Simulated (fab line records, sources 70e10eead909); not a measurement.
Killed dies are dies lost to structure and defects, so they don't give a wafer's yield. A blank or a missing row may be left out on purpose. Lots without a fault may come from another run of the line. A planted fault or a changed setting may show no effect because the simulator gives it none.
A struck lot beside a sound one | flow nand_harc | 25 steps out of a route of 1159
Sound: wafers L808.1, L808.3, L808.4. Struck: wafers L818.1, L818.3, L818.4. The cause comes at the end.
At each step with rows: each side's tool, then ch and its chambers, then its first start. Under that, the readings that differ: sound wafers | struck wafers | difference of the means | sigmas: that difference in standard deviations of wafers without a fault.
alike: readings whose means differ by less than 2 such deviations, and words and numbers that are the same on both sides. not compared: withheld readings, readings that some wafer has no value for, bounds like >300 that may hide the same value, and numbers for which the record gives no deviation and whose values overlap.
The two part at a step that has a row with sigmas, a row that says differs or no value, or rows on one side only. Numbers that don't overlap but have no deviation are shown without sigmas and don't part them. A reading that every wafer of one side lacks parts them only if that side has two wafers or more.

first, 4 steps without rows for these wafers: NHARC_P_GATE_PRECLEAN_71 (cleans in SC1); NHARC_P_GATE_SRD_72; NHARC_P_GATE_OXIDE_16 (material SiO2, target thk 3 nm, ox time 392 s); NHARC_P_GATE_CVD_17 (deposits poly-Si, target thk 150 nm, time 900 s).
NHARC_P_GATE_HM_DEP_102: deposits aC, target thk 120 nm.
  sound on acl_dep-02 ch 0, day 5 07:14; struck on acl_dep-01 ch 0, day 8 05:08
  alike: throttle_valve_pct
NHARC_P_GATE_DEP_103: deposits SiON, target thk 30 nm.
  sound on pecvd-03 ch 0,2, day 5 07:56; struck on pecvd-04 ch 0,1,2, day 8 05:48
  alike: heater_power_w
then, 6 steps without rows for these wafers: NHARC_P_GATE_DEHYDRATE_18 (time 120 s); NHARC_P_GATE_HMDS_19 (time 30 s); NHARC_P_GATE_COAT_20 (resist thk 90 nm); NHARC_P_GATE_SOFTBAKE_21 (time 55 s); NHARC_P_GATE_EBR_22; NHARC_P_GATE_EXPOSE_23 (exposes mask P GATE, target cd 120 nm).
NHARC_P_GATE_PEB_24: peb time 65 s.
  sound on litho_track-01 ch 0, day 5 08:40; struck on litho_track-01 ch 0, day 8 06:24
then, 1 step without rows for these wafers: NHARC_P_GATE_DEVELOP_25 (develop time 35 s).
NHARC_P_GATE_CD_MEAS_26: target cd 120 nm.
  sound on cd_sem-02 ch 0, day 5 08:44; struck on cd_sem-02 ch 0
  reading    | sound             | struck            | difference | sigmas
  cd_nm (nm) | 120.0 120.9 119.8 | 113.9 114.0 113.4 | -6.5       | -12
  not compared: hold
NHARC_P_GATE_OVL_MEAS_27:
  sound on overlay-02, day 5 08:50; struck on overlay-02, day 8 09:48
  reading           | sound       | struck                                                                     | difference                   | sigmas
  hold              | - - -       | await_dispo/3.0h/release await_dispo/3.0h/release await_dispo/3.0h/release | no value on the sound wafers |
  overlay_x_nm (nm) | 1.2 1.1 1.2 | -0.8 -0.9 -0.6                                                             | -1.9                         | -2
  alike: overlay_y_nm
NHARC_P_GATE_INSPECT_28:
  sound on defect_inspect-02, day 5 08:53; struck on defect_inspect-01, day 8 09:50
  reading          | sound | struck | difference | sigmas
  raw_defect_count | 1 2 5 | 8 6 11 | +6         | +2
NHARC_P_GATE_DESCUM_31: chemistry O2, time 3 s.
  sound on rie_diel-07 ch 0,1,2, day 5 09:01; struck on rie_diel-11 ch 1,2,3, day 8 09:55
  reading                 | sound             | struck            | difference | sigmas
  rf_hours_counter_h (h)  | 6 7 7             | 59 57 59          | +52        |
  model.P_GATE.cd_nm (nm) | 120.1 120.6 119.5 | 113.8 113.7 113.7 | -6.3       |
  alike: drypump_motor_current_A, oes_product_au, rf_vpp_V, showerhead_plenum_p_Torr, throttle_valve_pct
then, 1 step without rows for these wafers: NHARC_P_GATE_ETCH_104 (etches the open film in CF4/CHF3, target depth 60 nm).
NHARC_P_GATE_HM_OPEN_105: chemistry O2/COS, target depth 360 nm.
  sound on rie_diel-07 ch 0,1,3; struck on rie_diel-11 ch 0,1,3
  reading                | sound | struck   | difference | sigmas
  rf_hours_counter_h (h) | 7 7 7 | 57 59 59 | +51        |
  alike: drypump_motor_current_A, oes_product_au, rf_vpp_V, showerhead_plenum_p_Torr, throttle_valve_pct
then, 1 step without rows for these wafers: NHARC_P_GATE_STRIP_106 (strips in O2/COS).
NHARC_P_GATE_ETCH_114: etches the open film in CF4/O2, target depth 30 nm, overetch 3 nm, time 16.5 s.
  sound on rie_diel-07 ch 1,2,3; struck on rie_diel-11 ch 0,2,3
  reading                | sound | struck   | difference | sigmas
  rf_hours_counter_h (h) | 6 7 7 | 59 59 59 | +52        |
  alike: drypump_motor_current_A, oes_ar_750_au, oes_product_au, rf_vpp_V, showerhead_plenum_p_Torr, throttle_valve_pct
NHARC_P_GATE_ETCH_32: etches the open film in HBr/Cl2, target depth 150 nm, time 100.1 s.
  sound on rie_si-01 ch 2,3, day 5 09:37; struck on rie_si-04 ch 1, day 8 10:49
  reading                 | sound             | struck            | difference | sigmas
  model.P_GATE.cd_nm (nm) | 119.6 120.3 117.5 | 112.6 111.4 113.2 | -6.7       |
  alike: drypump_motor_current_A, he_backside_leak_sccm, oes_product_au, throttle_valve_pct
  not compared: rf_hours_counter_h
NHARC_P_GATE_STRIP_108: strips in O2.
  sound on rie_diel-07 ch 1,2,3, day 5 09:49; struck on rie_diel-07 ch 0,1,3, day 8 11:17
  alike: drypump_motor_current_A, oes_product_au, rf_vpp_V, showerhead_plenum_p_Torr, throttle_valve_pct
  not compared: rf_hours_counter_h
-- the record jumps here: 16 days lie between the struck wafers' starts before and after (it left off in module P_GATE and takes up again in module END, whose first step shown is number 1159 of the route) --
NHARC_END_SORT_01:
  the record has rows for the struck wafers here (prober-02 ch 0, day 24 06:13) and none for the sound ones

WHERE THEY PART
First at NHARC_P_GATE_CD_MEAS_26; last, within this record, at NHARC_END_SORT_01.

WHY: what the simulator had put in
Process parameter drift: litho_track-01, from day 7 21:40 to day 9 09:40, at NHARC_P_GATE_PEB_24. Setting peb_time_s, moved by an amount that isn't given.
